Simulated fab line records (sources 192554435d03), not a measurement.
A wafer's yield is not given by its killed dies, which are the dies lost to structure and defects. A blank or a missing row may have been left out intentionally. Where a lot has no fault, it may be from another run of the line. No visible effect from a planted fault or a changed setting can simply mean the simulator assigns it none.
Chamber matching :: flow n5_finfet :: N5_BEOL_M11_DESCUM_16 on rie_diel-06: 4 sister chambers
The step chemistry O2, time 7.9 s. 20 wafers are shown with their chamber, then 10 later ones without.

== EACH WAFER AND ITS CHAMBER ==
wafer: L074.3
chamber: 1
showerhead_plenum_p_Torr (Torr): 2.07
throttle_valve_pct (%): 20.63
oes_product_au (a.u.): 0.74

wafer: L074.4
chamber: 0
showerhead_plenum_p_Torr (Torr): 2.01
throttle_valve_pct (%): 20.20
oes_product_au (a.u.): 0.81

wafer: L074.6
chamber: 2
showerhead_plenum_p_Torr (Torr): 2.05
throttle_valve_pct (%): 20.49
oes_product_au (a.u.): 0.67

wafer: L077.3
chamber: 3
showerhead_plenum_p_Torr (Torr): 2.11
throttle_valve_pct (%): 20.29
oes_product_au (a.u.): 0.84

wafer: L077.4
chamber: 2
showerhead_plenum_p_Torr (Torr): 2.05
throttle_valve_pct (%): 20.51
oes_product_au (a.u.): 0.67

wafer: L077.6
chamber: 1
showerhead_plenum_p_Torr (Torr): 2.07
throttle_valve_pct (%): 20.64
oes_product_au (a.u.): 0.73

wafer: L078.2
chamber: 2
showerhead_plenum_p_Torr (Torr): 2.05
throttle_valve_pct (%): 20.53
oes_product_au (a.u.): 0.67

wafer: L078.3
chamber: 3
showerhead_plenum_p_Torr (Torr): 2.11
throttle_valve_pct (%): 20.29
oes_product_au (a.u.): 0.85

wafer: L078.6
chamber: 3
showerhead_plenum_p_Torr (Torr): 2.11
throttle_valve_pct (%): 20.30
oes_product_au (a.u.): 0.84

wafer: L080.4
chamber: 3
showerhead_plenum_p_Torr (Torr): 2.11
throttle_valve_pct (%): 20.30
oes_product_au (a.u.): 0.85

wafer: L080.5
chamber: 0
showerhead_plenum_p_Torr (Torr): 2.01
throttle_valve_pct (%): 20.21
oes_product_au (a.u.): 0.79

wafer: L080.6
chamber: 1
showerhead_plenum_p_Torr (Torr): 2.07
throttle_valve_pct (%): 20.64
oes_product_au (a.u.): 0.73

wafer: L082.2
chamber: 3
showerhead_plenum_p_Torr (Torr): 2.11
throttle_valve_pct (%): 20.30
oes_product_au (a.u.): 0.84

wafer: L082.4
chamber: 3
showerhead_plenum_p_Torr (Torr): 2.11
throttle_valve_pct (%): 20.32
oes_product_au (a.u.): 0.84

wafer: L082.5
chamber: 1
showerhead_plenum_p_Torr (Torr): 2.07
throttle_valve_pct (%): 20.65
oes_product_au (a.u.): 0.73

wafer: L083.1
chamber: 1
showerhead_plenum_p_Torr (Torr): 2.07
throttle_valve_pct (%): 20.65
oes_product_au (a.u.): 0.73

wafer: L083.4
chamber: 3
showerhead_plenum_p_Torr (Torr): 2.11
throttle_valve_pct (%): 20.30
oes_product_au (a.u.): 0.84

wafer: L083.6
chamber: 0
showerhead_plenum_p_Torr (Torr): 2.01
throttle_valve_pct (%): 20.22
oes_product_au (a.u.): 0.79

wafer: L090.1
chamber: 1
showerhead_plenum_p_Torr (Torr): 2.06
throttle_valve_pct (%): 20.68
oes_product_au (a.u.): 0.71

wafer: L090.3
chamber: 2
showerhead_plenum_p_Torr (Torr): 2.05
throttle_valve_pct (%): 20.32
oes_product_au (a.u.): 0.92

SIGNATURES, as means of the wafers listed above
reading: showerhead_plenum_p_Torr
chamber 0: 2.0100
chamber 1: 2.0683
chamber 2: 2.0500
chamber 3: 2.1100
scatter within a chamber: 0.00228

reading: throttle_valve_pct
chamber 0: 20.2100
chamber 1: 20.6483
chamber 2: 20.4625
chamber 3: 20.3000
scatter within a chamber: 0.0434

reading: oes_product_au
chamber 0: 0.7967
chamber 1: 0.7283
chamber 2: 0.7325
chamber 3: 0.8429
scatter within a chamber: 0.0546
Rule: for each reading, subtract the chamber's mean from the wafer's reading, divide by that reading's scatter and square the result; add these up over the readings and take the root, which gives the wafer's distance from the chamber. The wafer belongs to the nearest chamber; if the next one is less than 2 further off, it can't be placed. The scatter is the square root of a quotient: the sum, over the shown wafers, of each reading's squared deviation from its chamber's mean, divided by wafers minus chambers.

== WAFERS MISSING THEIR CHAMBER ==
wafer: L090.6
showerhead_plenum_p_Torr (Torr): 2.06
throttle_valve_pct (%): 20.67
oes_product_au (a.u.): 0.72

wafer: L088.1
showerhead_plenum_p_Torr (Torr): 2.04
throttle_valve_pct (%): 20.31
oes_product_au (a.u.): 0.92

wafer: L088.4
showerhead_plenum_p_Torr (Torr): 2.10
throttle_valve_pct (%): 20.32
oes_product_au (a.u.): 0.81

wafer: L088.5
showerhead_plenum_p_Torr (Torr): 2.10
throttle_valve_pct (%): 20.33
oes_product_au (a.u.): 0.81

wafer: L091.1
showerhead_plenum_p_Torr (Torr): 2.00
throttle_valve_pct (%): 20.24
oes_product_au (a.u.): 0.75

wafer: L091.2
showerhead_plenum_p_Torr (Torr): 2.06
throttle_valve_pct (%): 20.68
oes_product_au (a.u.): 0.71

wafer: L091.4
showerhead_plenum_p_Torr (Torr): 2.04
throttle_valve_pct (%): 20.32
oes_product_au (a.u.): 0.91

wafer: L096.3
showerhead_plenum_p_Torr (Torr): 2.00
throttle_valve_pct (%): 20.25
oes_product_au (a.u.): 0.77

wafer: L096.5
showerhead_plenum_p_Torr (Torr): 2.00
throttle_valve_pct (%): 20.25
oes_product_au (a.u.): 0.78

wafer: L096.6
showerhead_plenum_p_Torr (Torr): 2.06
throttle_valve_pct (%): 20.69
oes_product_au (a.u.): 0.71

== EACH ONE'S CHAMBER ==
wafer: L090.6
from the rows above: 1
in truth: 1

wafer: L088.1
from the rows above: 2
in truth: 2

wafer: L088.4
from the rows above: 3
in truth: 3

wafer: L088.5
from the rows above: 3
in truth: 3

wafer: L091.1
from the rows above: 0
in truth: 0

wafer: L091.2
from the rows above: 1
in truth: 1

wafer: L091.4
from the rows above: 2
in truth: 2

wafer: L096.3
from the rows above: 0
in truth: 0

wafer: L096.5
from the rows above: 0
in truth: 0

wafer: L096.6
from the rows above: 1
in truth: 1
10 of 10 placed correctly. Left unplaced by these rows: 0. Wrongly placed: 0.
